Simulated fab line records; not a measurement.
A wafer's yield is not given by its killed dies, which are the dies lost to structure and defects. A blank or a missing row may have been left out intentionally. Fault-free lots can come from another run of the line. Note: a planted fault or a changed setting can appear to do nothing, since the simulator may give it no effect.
Chamber matching ; flow n5 finfet ; N5_HKMG_FIN_ETCH_35 on rie diel-01: 4 sister chambers
The step etches SOC in N2/H2, target depth 215.8 nm, time 243.4 s. 4 wafers are shown with their chamber, then 10 later ones without.

== WAFERS WITH THEIR CHAMBER ==
wafer;chamber;showerhead plenum p Torr (Torr)
L077.5;1;2.73
L086.6;3;2.56
L087.2;2;2.58
L087.3;0;2.41

== WAFERS WITHOUT THEIR CHAMBER ==
wafer;showerhead plenum p Torr (Torr)
L087.4;2.56
L089.2;2.72
L089.4;2.41
L089.5;2.72
L091.1;2.40
L091.5;2.55
L091.6;2.40
L093.2;2.55
L093.4;2.58
L093.6;2.40

== CHAMBER TAKEN BY EACH ==
wafer;from the rows above;in truth
L087.4;3;3
L089.2;1;1
L089.4;0;0
L089.5;1;1
L091.1;0;0
L091.5;3;3
L091.6;0;0
L093.2;3;3
L093.4;2;2
L093.6;0;0
10 of 10 placed correctly. From these rows, 0 cannot be placed. Placed wrongly: 0.
How it was worked out, from the rows above alone: a wafer's distance from a chamber is the root of the sum, over the readings, of the square of ((its reading less the chamber's mean) divided by the reading's scatter). If the next closest chamber is less than 2 further off than the closest, the wafer can't be placed; otherwise it belongs to the closest. For every chamber, the mean is computed from those of its wafers that are shown. The scatter (one wafer shown for each chamber): square how far every hidden wafer sits from the nearest shown wafer, average those squares and take the square root.
